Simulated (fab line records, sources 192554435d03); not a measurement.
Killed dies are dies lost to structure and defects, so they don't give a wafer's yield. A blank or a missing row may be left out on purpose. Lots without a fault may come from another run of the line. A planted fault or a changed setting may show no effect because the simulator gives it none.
Which tool did it? | flow n5_finfet | 23 lots, 69 wafers sampled, at 2 steps of a route of 1938

WHAT THE GAUGES READ, wafer by wafer
N5_BEOL_M0_CUTY_CD_MEAS_57: target cd 200 nm. Usual: cd_nm 199.6 nm, standard deviation 0.91.
lot  | measured     | on        | cd_nm (nm)        | flag
L075 | day 6 03:55  | cd_sem-02 | 198.9 199.0 199.6 |
L074 | day 6 07:32  | cd_sem-02 | 199.6 199.4 199.2 |
L077 | day 6 18:05  | cd_sem-01 | 199.7 199.0 201.0 |
L078 | day 7 00:59  | cd_sem-01 | 199.9 199.8 198.8 |
L079 | day 7 03:40  | cd_sem-02 | 199.6 198.5 199.3 |
L080 | day 7 07:29  | cd_sem-01 | 199.5 199.1 199.6 |
L081 | day 7 15:16  | cd_sem-03 | 197.5 198.9 197.7 |
L082 | day 7 19:45  | cd_sem-01 | 199.6 199.8 201.5 |
L083 | day 8 05:50  | cd_sem-01 | 199.4 199.8 199.1 |
L084 | day 8 15:42  | cd_sem-01 | 201.1 198.8 201.1 |
L087 | day 9 08:57  | cd_sem-02 | 199.4 200.3 199.3 |
L085 | day 9 16:30  | cd_sem-02 | 198.3 198.6 197.0 |
L086 | day 9 17:16  | cd_sem-02 | 199.7 200.2 199.4 |
L088 | day 10 01:56 | cd_sem-03 | 199.4 201.0 200.3 |
L089 | day 10 05:43 | cd_sem-01 | 199.6 198.2 200.3 |
L091 | day 10 07:08 | cd_sem-01 | 199.4 197.8 198.1 |
L090 | day 10 09:41 | cd_sem-03 | 199.0 200.9 199.7 |
L092 | day 10 15:01 | cd_sem-03 | 200.3 200.3 200.4 |
L093 | day 10 17:04 | cd_sem-02 | 199.5 198.7 200.1 |
L094 | day 10 22:23 | cd_sem-02 | 199.2 199.5 199.7 |
L095 | day 10 22:53 | cd_sem-03 | 199.1 200.8 200.7 |
L096 | day 11 04:58 | cd_sem-03 | 199.3 201.6 200.1 |
L097 | day 11 17:15 | cd_sem-01 | 201.9 200.2 201.3 |

WHICH TOOL RAN EACH LOT (tool, then ch and the chambers of the sampled wafers, then the start)
lot  | N5_BEOL_M0_SAQP_DESCUM_19
L075 | rie_diel-02 ch 2,3, day 5 22:20
L074 | rie_diel-02 ch 1,2,3, day 6 02:19
L077 | rie_diel-02 ch 2,3, day 6 11:24
L078 | rie_diel-02 ch 0,1,2, day 6 19:47
L079 | rie_diel-06 ch 1,3, day 6 22:19
L080 | rie_diel-02 ch 0,2,3, day 7 00:53
L081 | rie_diel-02 ch 1,2, day 7 10:01
L082 | rie_diel-01 ch 0,1,2, day 7 14:37
L083 | rie_diel-02 ch 0,1,2, day 8 00:24
L084 | rie_diel-06 ch 0,1,2, day 8 08:04
L087 | rie_diel-02 ch 2,3, day 9 01:04
L085 | rie_diel-06 ch 1,2,3, day 9 04:55
L086 | rie_diel-02 ch 0,1,3, day 9 06:37
L088 | rie_diel-06 ch 0,3, day 9 20:14
L089 | rie_diel-01 ch 0,1,2, day 10 00:18
L091 | rie_diel-06 ch 0,3, day 10 01:31
L090 | rie_diel-01 ch 0,1,3, day 10 04:22
L092 | rie_diel-02 ch 0,1, day 10 08:56
L093 | rie_diel-01 ch 0,1,2, day 10 10:44
L094 | rie_diel-02 ch 0,2,3, day 10 14:11
L095 | rie_diel-06 ch 0,1,2, day 10 16:35
L096 | rie_diel-06 ch 0,1,3, day 11 00:02
L097 | rie_diel-02 ch 0,1,2, day 11 08:49
- N5_BEOL_M0_SAQP_DESCUM_19: chemistry O2, time 7.9 s.

WHAT THE TOOLS THEMSELVES READ (means of the sampled wafers that have a number; where no wafer has one, the mark that the record gives instead)
N5_BEOL_M0_SAQP_DESCUM_19. Usual: drypump_motor_current_A 5.6 A, standard deviation 0.32; oes_product_au 0.76 a.u., standard deviation 0.086; rf_fwd_power_W 49.37 W, standard deviation 0.23; rf_vpp_V 243.4 V, standard deviation 1.1; showerhead_plenum_p_Torr 2.11 Torr, standard deviation 0.055; throttle_valve_pct 20.55 %, standard deviation 0.25.
lot  | tool        | drypump_motor_current_A (A) | oes_product_au (a.u.) | rf_fwd_power_W (W) | rf_vpp_V (V) | showerhead_plenum_p_Torr (Torr) | throttle_valve_pct (%) | flag
L075 | rie_diel-02 | 5.7                         | 0.72                  | 49.37              | 244.4        | 2.10                            | 20.36                  |
L074 | rie_diel-02 | 5.7                         | 0.72                  | 49.26              | 243.6        | 2.10                            | 20.47                  |
L077 | rie_diel-02 | 5.6                         | 0.72                  | 49.30              | 244.3        | 2.10                            | 20.36                  |
L078 | rie_diel-02 | 5.8                         | 0.77                  | 49.38              | 243.8        | 2.13                            | 20.35                  |
L079 | rie_diel-06 | 5.6                         | 0.71                  | 49.38              | 243.8        | 2.11                            | 20.83                  |
L080 | rie_diel-02 | 5.7                         | 0.77                  | 49.47              | 242.5        | 2.11                            | 20.45                  |
L081 | rie_diel-02 | 5.7                         | 0.71                  | 49.19              | 244.3        | 2.11                            | 20.29                  |
L082 | rie_diel-01 | 5.5                         | 0.79                  | 49.64              | 243.4        | 2.12                            | 20.56                  |
L083 | rie_diel-02 | 5.8                         | 0.77                  | 49.30              | 242.9        | 2.12                            | 20.37                  |
L084 | rie_diel-06 | 5.4                         | 0.78                  | 49.21              | 243.4        | 2.18                            | 20.62                  |
L087 | rie_diel-02 | 5.7                         | 0.70                  | 49.35              | 243.4        | 2.09                            | 20.40                  |
L085 | rie_diel-06 | 5.3                         | 0.76                  | 49.47              | 243.1        | 2.10                            | 20.76                  |
L086 | rie_diel-02 | 5.8                         | 0.76                  | 49.07              | 243.4        | 2.10                            | 20.57                  |
L088 | rie_diel-06 | 5.0                         | 0.71                  | 49.30              | 242.8        | 2.05                            | 20.83                  |
L089 | rie_diel-01 | 5.5                         | 0.78                  | 49.58              | 242.9        | 2.11                            | 20.59                  |
L091 | rie_diel-06 | 5.0                         | 0.71                  | 49.34              | 243.0        | 2.05                            | 20.82                  |
L090 | rie_diel-01 | 5.3                         | 0.75                  | 49.41              | 243.2        | 2.12                            | 20.62                  |
L092 | rie_diel-02 | 5.9                         | 0.74                  | 49.09              | 243.4        | 2.11                            | 20.49                  |
L093 | rie_diel-01 | 5.6                         | 0.77                  | 49.59              | 243.5        | 2.11                            | 20.59                  |
L094 | rie_diel-02 | 5.7                         | 0.84                  | 49.23              | 243.1        | 2.10                            | 20.35                  |
L095 | rie_diel-06 | 5.4                         | 0.76                  | 49.24              | 244.4        | 2.17                            | 20.65                  |
L096 | rie_diel-06 | 5.4                         | 0.71                  | 49.30              | 242.8        | 2.11                            | 20.79                  |
L097 | rie_diel-02 | 5.8                         | 0.83                  | 49.38              | 243.4        | 2.12                            | 20.28                  |

THE ANSWER, worked out from the rows above alone
Rule: a lot is off if the mean of its wafers that have a number lies more than 3 standard deviations from the usual mean. A lot without any number at a reading at which 4 lots or more have one is off too. The other lots that the step has rows for count as sound. The gauges are gone through in route order, then the tools' own readings, and for those a lot's mean is taken as printed above. The first step at which some lot is off is used, and at that step the reading that is off furthest; a lot without a number counts as furthest.
No lot is off at any reading shown: from this, nothing can be told.

WHAT THE SIMULATOR HAD PUT IN
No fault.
